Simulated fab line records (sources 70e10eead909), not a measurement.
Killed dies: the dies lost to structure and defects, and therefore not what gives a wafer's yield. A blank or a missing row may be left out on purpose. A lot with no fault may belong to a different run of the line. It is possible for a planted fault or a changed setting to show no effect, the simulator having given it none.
Struck lot and sound lot, side by side | flow nand-harc | 41 out of 1302 route steps
Sound: these wafers, L626.2, L626.4, L626.6. Struck: wafer L619.6; the same lot's L619.5 was not struck, so it is left out; see the end for the cause.
For every step that has rows: the tool of each side, followed by ch and its chambers, followed by its first start. Under that, the readings that differ: sound wafers | struck wafers | difference of the means | sigmas: that difference in standard deviations of wafers without a fault.
alike: readings with means less than 2 such deviations apart, plus words and numbers identical on both sides. not compared: withheld readings, readings lacking a value on some wafer, bounds such as >300 that could conceal the same value, and numbers that have no deviation in the record and whose values overlap.
Wherever a step has rows on one side only, a row that says differs or no value, or a row with sigmas, the two part there. Numbers that don't overlap but have no deviation are shown without sigmas and don't part them. A reading that every wafer of one side lacks parts them only if that side has two wafers or more.

NHARC_P_GATE_STRIP_101: strips in O2, time 20 s.
  sound on rie-diel-10 ch 1,2,3, day 12 18:11; struck on rie-diel-09 ch 2, day 9 19:00
  reading                     | sound             | struck | difference | sigmas
  drypump-motor-current-A (A) | 5.4 5.5 5.6       | 6.4    | +0.9       | +2
  oes-product-au (a.u.)       | 0.991 1.015 1.014 | 0.980  | -0.027     | -2
  alike: rf-vpp-V, showerhead-plenum-p-Torr, throttle-valve-pct
  not compared: rf-hours-counter-h
then, 11 steps without rows for these wafers: NHARC_P_GATE_PRECLEAN_97 (cleans in SPM, time 600 s); NHARC_P_GATE_SRD_98; NHARC_P_GATE_PRECLEAN_99 (cleans in SC1); NHARC_P_GATE_SRD_100; NHARC_P_GATE_DEHYDRATE_38 (time 120 s); NHARC_P_GATE_HMDS_39 (time 30 s); NHARC_P_GATE_COAT_40; NHARC_P_GATE_SOFTBAKE_41 (time 95 s); NHARC_P_GATE_EBR_42; NHARC_P_GATE_EXPOSE_43 (exposes mask P NSD, target cd 720 nm); NHARC_P_GATE_PEB_44 (peb time 85 s).
NHARC_P_GATE_DEVELOP_45: time 70 s.
  sound on litho-track-07 ch 0, day 12 19:00; struck on litho-track-05 ch 0, day 9 19:00
then, 1 step without rows for these wafers: NHARC_P_GATE_HARDBAKE_47 (time 80 s).
NHARC_P_GATE_DESCUM_48: chemistry O2, time 3 s.
  sound on rie-diel-10 ch 1,3, day 12 19:16; struck on rie-diel-10 ch 0, day 9 19:59
  reading                 | sound             | struck | difference | sigmas
  model.P_GATE.cd-nm (nm) | 716.2 717.9 717.8 | 122.8  | -594.5     |
  alike: drypump-motor-current-A, oes-product-au, rf-vpp-V, showerhead-plenum-p-Torr, throttle-valve-pct
  not compared: rf-hours-counter-h
following that, these wafers have no rows for 1 step: NHARC_P_GATE_IMPLANT_49.
NHARC_P_GATE_STRIP_111: strips in N2/H2, time 250 s.
  sound on plasma-asher-02 ch 0,1, day 12 19:41; struck on plasma-asher-01 ch 1, day 9 20:31
  reading                     | sound       | struck | difference | sigmas
  drypump-motor-current-A (A) | 4.9 4.7 4.9 | 5.9    | +1.1       | +2
  alike: heater-power-w
  not compared: rf-hours-counter-h
NHARC_P_GATE_STRIP_75: strips in O2.
  sound on plasma-asher-02 ch 0,1, day 12 19:56; struck on plasma-asher-01 ch 1, day 9 20:40
  reading                     | sound       | struck | difference | sigmas
  drypump-motor-current-A (A) | 4.9 4.7 4.9 | 5.9    | +1.1       | +2
  alike: heater-power-w
  not compared: rf-hours-counter-h
then, 10 steps without rows for these wafers: NHARC_P_GATE_STRIP_50 (strips in SPM, time 900 s); NHARC_P_GATE_DEHYDRATE_51 (time 120 s); NHARC_P_GATE_HMDS_52 (time 30 s); NHARC_P_GATE_COAT_53; NHARC_P_GATE_SOFTBAKE_54 (time 95 s); NHARC_P_GATE_EBR_55; NHARC_P_GATE_EXPOSE_56 (exposes mask P PSD, target cd 720 nm); NHARC_P_GATE_PEB_57 (peb time 85 s); NHARC_P_GATE_DEVELOP_58 (time 70 s); NHARC_P_GATE_HARDBAKE_60 (time 80 s).
NHARC_P_GATE_DESCUM_61: chemistry O2, time 3 s.
  sound on rie-diel-10 ch 0,1,2, day 12 21:05; struck on rie-diel-09 ch 2, day 9 21:45
  reading                         | sound          | struck | difference | sigmas
  drypump-motor-current-A (A)     | 5.4 5.4 6.0    | 6.4    | +0.8       | +2
  showerhead-plenum-p-Torr (Torr) | 2.01 1.90 2.02 | 1.81   | -0.17      | -2
  alike: oes-product-au, rf-vpp-V, throttle-valve-pct
  not compared: rf-hours-counter-h
following that, these wafers have no rows for 1 step: NHARC_P_GATE_IMPLANT_62.
NHARC_P_GATE_STRIP_112: strips in N2/H2, time 200 s.
  sound on plasma-asher-02 ch 0,1, day 12 21:26; struck on plasma-asher-02 ch 0, day 9 22:14
  alike: drypump-motor-current-A, heater-power-w
  not compared: rf-hours-counter-h
then, 9 steps without rows for these wafers: NHARC_P_GATE_STRIP_76 (strips in O2); NHARC_P_GATE_STRIP_63 (strips in SPM, time 900 s); NHARC_P_GATE_DEHYDRATE_83 (time 120 s); NHARC_P_GATE_HMDS_84 (time 30 s); NHARC_P_GATE_COAT_85; NHARC_P_GATE_SOFTBAKE_86 (time 95 s); NHARC_P_GATE_EBR_87; NHARC_P_GATE_EXPOSE_88 (exposes mask P HVN, target cd 2000 nm); NHARC_P_GATE_PEB_89 (peb time 85 s).
NHARC_P_GATE_DESCUM_93: chemistry O2, time 3 s.
  sound on rie-diel-10 ch 0,2,3, day 12 22:47; struck on rie-diel-01 ch 0, day 9 23:27
  reading                 | sound          | struck | difference | sigmas
  model.P_GATE.cd-nm (nm) | 2001 2000 2003 | 122.8  | -1878.5    |
  alike: drypump-motor-current-A, oes-product-au, rf-vpp-V, showerhead-plenum-p-Torr, throttle-valve-pct
  not compared: rf-hours-counter-h

== WHERE THEY PART ==
At NHARC_P_GATE_STRIP_101 first; at NHARC_P_GATE_DESCUM_61 last (within this record only). Later steps at which nothing parts them and some readings are alike: NHARC_P_GATE_STRIP_112, NHARC_P_GATE_DESCUM_93.

WHY: the cause the simulator had injected
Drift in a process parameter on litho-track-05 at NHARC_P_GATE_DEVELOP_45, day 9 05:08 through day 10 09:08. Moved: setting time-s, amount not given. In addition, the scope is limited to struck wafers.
